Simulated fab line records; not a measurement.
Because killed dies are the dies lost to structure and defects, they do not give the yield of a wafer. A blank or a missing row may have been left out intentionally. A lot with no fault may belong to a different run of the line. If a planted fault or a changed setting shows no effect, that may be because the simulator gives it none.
Chamber matching | flow n5 finfet | rie diel-02 running N5_BEOL_M11_DESCUM_16: 4 sister chambers
The step chemistry O2, time 7.9 s. 16 wafers are shown with their chamber, then 8 later ones without.

## EACH WAFER AND ITS CHAMBER
wafer  | chamber | showerhead plenum p Torr (Torr) | rf vpp V (V) | throttle valve pct (%)
L076.4 | 1       | 2.13                            | 244.1        | 20.16
L076.5 | 2       | 2.24                            | 245.4        | 20.05
L076.6 | 3       | 2.17                            | 243.6        | 20.60
L083.3 | 2       | 2.23                            | 246.8        | 20.07
L083.5 | 0       | 2.10                            | 243.5        | 19.99
L083.6 | 1       | 2.13                            | 243.7        | 20.21
L086.3 | 2       | 2.23                            | 245.9        | 20.08
L086.4 | 2       | 2.23                            | 245.5        | 20.08
L086.6 | 0       | 2.10                            | 244.5        | 20.00
L088.2 | 1       | 2.12                            | 244.3        | 20.20
L088.4 | 0       | 2.10                            | 244.1        | 20.00
L088.6 | 3       | 2.17                            | 243.5        | 20.12
L090.2 | 0       | 2.10                            | 244.6        | 20.02
L090.3 | 2       | 2.23                            | 246.1        | 20.08
L090.5 | 0       | 2.10                            | 244.4        | 20.01
L091.3 | 1       | 2.12                            | 242.5        | 20.22

SIGNATURES (averages over the wafers above)
reading                  | chamber 0 | chamber 1 | chamber 2 | chamber 3 | scatter within a chamber
showerhead plenum p Torr | 2.1000    | 2.1250    | 2.2320    | 2.1700    | 0.00387
rf vpp V                 | 244.220   | 243.650   | 245.940   | 243.550   | 0.577
throttle valve pct       | 20.0040   | 20.1975   | 20.0720   | 20.3600   | 0.0994
Rule: a wafer's distance from a chamber is the root of the sum, over the readings, of the square of ((its reading less the chamber's mean) divided by the reading's scatter). If the next closest chamber is less than 2 further off than the closest, the wafer can't be placed; otherwise it belongs to the closest. The scatter is the square root of a quotient: the sum, over the shown wafers, of each reading's squared deviation from its chamber's mean, divided by wafers minus chambers.

## WAFERS WITHOUT THEIR CHAMBER
wafer  | showerhead plenum p Torr (Torr) | rf vpp V (V) | throttle valve pct (%)
L091.4 | 2.16                            | 244.9        | 20.15
L091.6 | 2.23                            | 245.8        | 20.09
L094.2 | 2.22                            | 243.7        | 20.11
L094.4 | 2.12                            | 243.6        | 20.22
L094.5 | 2.16                            | 244.0        | 20.16
L096.3 | 2.12                            | 243.4        | 20.23
L096.5 | 2.22                            | 244.4        | 20.12
L096.6 | 2.12                            | 242.9        | 20.21

## CHAMBER TAKEN BY EACH
wafer  | from the rows above | in truth
L091.4 | 3                   | 3
L091.6 | 2                   | 2
L094.2 | 2                   | 2
L094.4 | 1                   | 1
L094.5 | 3                   | 3
L096.3 | 1                   | 1
L096.5 | 2                   | 2
L096.6 | 1                   | 1
Placed correctly: 8 of 8. From these rows, 0 cannot be placed. Number placed wrongly: 0.
